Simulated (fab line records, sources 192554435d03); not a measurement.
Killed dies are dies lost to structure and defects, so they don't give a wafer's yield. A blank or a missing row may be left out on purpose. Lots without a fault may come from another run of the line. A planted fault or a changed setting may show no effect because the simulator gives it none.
A struck lot beside a sound one | flow n5_finfet | 15 steps out of a route of 1938
Sound: wafers L641.1, L641.2, L641.3. Struck: wafer L651.1. The cause comes at the end.
At each step with rows: each side's tool, then ch and its chambers, then its first start. Under that, the readings that differ: sound wafers | struck wafers | difference of the means | sigmas: that difference in standard deviations of wafers without a fault.
alike: readings whose means differ by less than 2 such deviations, and words and numbers that are the same on both sides. not compared: withheld readings, readings that some wafer has no value for, bounds like >300 that may hide the same value, and numbers for which the record gives no deviation and whose values overlap.
The two part at a step that has a row with sigmas, a row that says differs or no value, or rows on one side only. Numbers that don't overlap but have no deviation are shown without sigmas and don't part them. A reading that every wafer of one side lacks parts them only if that side has two wafers or more.

first, 7 steps without rows for these wafers: N5_MOL_CONTACT_COAG_COAT_58 (time 60 s, resist thk 10 nm); N5_MOL_CONTACT_COAG_COAT_02 (resist thk 30 nm); N5_MOL_CONTACT_COAG_EBR_04; N5_MOL_CONTACT_COAG_SOFTBAKE_03 (time 60 s); N5_MOL_CONTACT_COAG_EXPOSE_05 (exposes mask CA, defocus 0 nm); N5_MOL_CONTACT_COAG_PEB_06 (peb time 60 s); N5_MOL_CONTACT_COAG_DEVELOP_07 (develop time 30 s).
N5_MOL_CONTACT_COAG_CD_MEAS_08: target cd 28 nm.
  sound on cd_sem-02 ch 0, day 6 19:07; struck on cd_sem-03 ch 0, day 8 20:41
  alike: cd_nm
N5_MOL_CONTACT_COAG_OVL_MEAS_09:
  sound on overlay-02 ch 0, day 6 19:09; struck on overlay-01 ch 0, day 8 20:43
  alike: CA_OVL
N5_MOL_CONTACT_COAG_INSPECT_10: inspects for defects (brightfield).
  sound on defect_inspect-02, day 6 19:13; struck on defect_inspect-02, day 8 20:46
  alike: raw_defect_count
N5_MOL_CONTACT_COAG_DESCUM_13: chemistry O2, time 7 s.
  sound on rie_diel-04 ch 1,2,3, day 6 19:16; struck on rie_diel-01 ch 2, day 8 20:49
  alike: drypump_motor_current_A, oes_product_au, rf_vpp_V, showerhead_plenum_p_Torr, throttle_valve_pct
  not compared: rf_hours_counter_h
N5_MOL_CONTACT_COAG_ETCH_59: etches underlayer in N2/H2, target depth 13 nm, time 10.4 s.
  sound on rie_diel-04 ch 1,2,3, day 6 19:19; struck on rie_diel-01 ch 2, day 8 20:50
  alike: bias_w, drypump_motor_current_A, etch_rf_on_time_s, oes_product_au, rf_vpp_V, showerhead_plenum_p_Torr, throttle_valve_pct
  not compared: rf_hours_counter_h
N5_MOL_CONTACT_COAG_ETCH_105: etches SiARC in CF4, target depth 15.6 nm, time 26 s.
  sound on rie_diel-04 ch 1,2,3, day 6 19:19; struck on rie_diel-01 ch 2, day 8 20:52
  reading               | sound             | struck | difference | sigmas
  bias_w (W)            | 36.07 36.01 36.08 | 29.46  | -6.59      | -55
  etch_rf_on_time_s (s) | 26.0 26.0 26.0    | 28.6   | +2.6       | +3
  rf_vpp_V (V)          | 184.7 182.2 183.8 | 161.6  | -22.0      | -20
  alike: drypump_motor_current_A, oes_product_au, showerhead_plenum_p_Torr, throttle_valve_pct
  not compared: rf_hours_counter_h
N5_MOL_CONTACT_COAG_ETCH_106: etches SOC in N2/H2, target depth 80 nm, overetch 16 nm, time 120 s.
  sound on rie_diel-04 ch 1,2,3, day 6 19:21; struck on rie_diel-01 ch 2, day 8 20:53
  alike: bias_w, drypump_motor_current_A, oes_product_au, rf_vpp_V, showerhead_plenum_p_Torr, throttle_valve_pct
  not compared: rf_hours_counter_h
then, 1 step without rows for these wafers: N5_PASSIVATION_PROBE_49.

WHERE THEY PART
Only at N5_MOL_CONTACT_COAG_ETCH_105, within this record. Later steps at which nothing parts them and some readings are alike: N5_MOL_CONTACT_COAG_ETCH_106.

WHY: what the simulator had put in
Process parameter drift: rie_diel-01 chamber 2, from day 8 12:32 on, at N5_MOL_CONTACT_COAG_ETCH_105. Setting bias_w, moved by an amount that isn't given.
